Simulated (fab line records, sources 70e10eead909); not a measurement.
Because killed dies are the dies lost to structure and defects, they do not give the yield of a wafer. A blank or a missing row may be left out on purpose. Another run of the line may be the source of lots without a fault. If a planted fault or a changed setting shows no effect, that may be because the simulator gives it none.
Chamber matching / flow nandHarc / NHARC_A_WL_FILL_ALD_02 on aldMetal-02 has 4 sister chambers
The step deposits TiN, target thk 2 nm, pulse time 3 s, ald cycles 100. 18 wafers are shown with their chamber, then 9 later ones without.

== WAFERS, EACH WITH ITS CHAMBER ==
wafer=L076.1; chamber=1; heaterPowerW (W)=1269; precursorPulseHeightRel=1.021
wafer=L076.4; chamber=2; heaterPowerW (W)=1154; precursorPulseHeightRel=0.989
wafer=L076.6; chamber=0; heaterPowerW (W)=1146; precursorPulseHeightRel=0.982
wafer=L078.1; chamber=0; heaterPowerW (W)=1156; precursorPulseHeightRel=1.031
wafer=L078.3; chamber=1; heaterPowerW (W)=1181; precursorPulseHeightRel=0.981
wafer=L078.6; chamber=0; heaterPowerW (W)=1141; precursorPulseHeightRel=0.995
wafer=L080.1; chamber=3; heaterPowerW (W)=994; precursorPulseHeightRel=0.993
wafer=L080.3; chamber=0; heaterPowerW (W)=1112; precursorPulseHeightRel=1.023
wafer=L080.4; chamber=2; heaterPowerW (W)=1158; precursorPulseHeightRel=1.041
wafer=L086.3; chamber=3; heaterPowerW (W)=1011; precursorPulseHeightRel=1.009
wafer=L086.4; chamber=0; heaterPowerW (W)=1161; precursorPulseHeightRel=1.007
wafer=L086.6; chamber=3; heaterPowerW (W)=999; precursorPulseHeightRel=0.962
wafer=L085.1; chamber=1; heaterPowerW (W)=1217; precursorPulseHeightRel=1.019
wafer=L085.3; chamber=2; heaterPowerW (W)=1162; precursorPulseHeightRel=1.035
wafer=L085.4; chamber=3; heaterPowerW (W)=1015; precursorPulseHeightRel=1.014
wafer=L089.3; chamber=3; heaterPowerW (W)=986; precursorPulseHeightRel=1.049
wafer=L089.5; chamber=1; heaterPowerW (W)=1241; precursorPulseHeightRel=1.005
wafer=L089.6; chamber=2; heaterPowerW (W)=1163; precursorPulseHeightRel=0.993

SIGNATURES, as means of the wafers listed above
reading=heaterPowerW; chamber 0=1143.20; chamber 1=1227.00; chamber 2=1159.25; chamber 3=1001.00; scatter within a chamber=21.2
reading=precursorPulseHeightRel; chamber 0=1.00760; chamber 1=1.00650; chamber 2=1.01450; chamber 3=1.00540; scatter within a chamber=0.0252
Rule: a wafer lies at a distance from a chamber equal to the root of the sum of squares, over the readings, of (its reading less the chamber's mean, divided by the reading's scatter). The wafer belongs to the nearest chamber; if the next one is less than 2 further off, it can't be placed. How the scatter is found: for the shown wafers, subtract from each reading the mean of its chamber, square and add these, divide the total by (wafers less chambers), then take the root.

== WAFERS WITHOUT THEIR CHAMBER ==
wafer=L093.2; heaterPowerW (W)=1197; precursorPulseHeightRel=0.966
wafer=L093.3; heaterPowerW (W)=1015; precursorPulseHeightRel=1.010
wafer=L093.6; heaterPowerW (W)=1008; precursorPulseHeightRel=1.003
wafer=L092.2; heaterPowerW (W)=996; precursorPulseHeightRel=1.018
wafer=L092.5; heaterPowerW (W)=1217; precursorPulseHeightRel=0.998
wafer=L092.6; heaterPowerW (W)=1140; precursorPulseHeightRel=1.011
wafer=L097.1; heaterPowerW (W)=996; precursorPulseHeightRel=1.001
wafer=L097.2; heaterPowerW (W)=1189; precursorPulseHeightRel=0.997
wafer=L097.5; heaterPowerW (W)=1001; precursorPulseHeightRel=0.996

== THE CHAMBER EACH PASSED THROUGH ==
wafer=L093.2; from the rows above=can't be placed: 1 or 2 or 0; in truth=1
wafer=L093.3; from the rows above=3; in truth=3
wafer=L093.6; from the rows above=3; in truth=3
wafer=L092.2; from the rows above=3; in truth=3
wafer=L092.5; from the rows above=1; in truth=1
wafer=L092.6; from the rows above=can't be placed: 0 or 2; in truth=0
wafer=L097.1; from the rows above=3; in truth=3
wafer=L097.2; from the rows above=can't be placed: 2 or 1 or 0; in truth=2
wafer=L097.5; from the rows above=3; in truth=3
6 of 9 placed correctly. Not placeable from these rows: 3 (in 3, the candidates include the true chamber). Placed wrongly: 0.
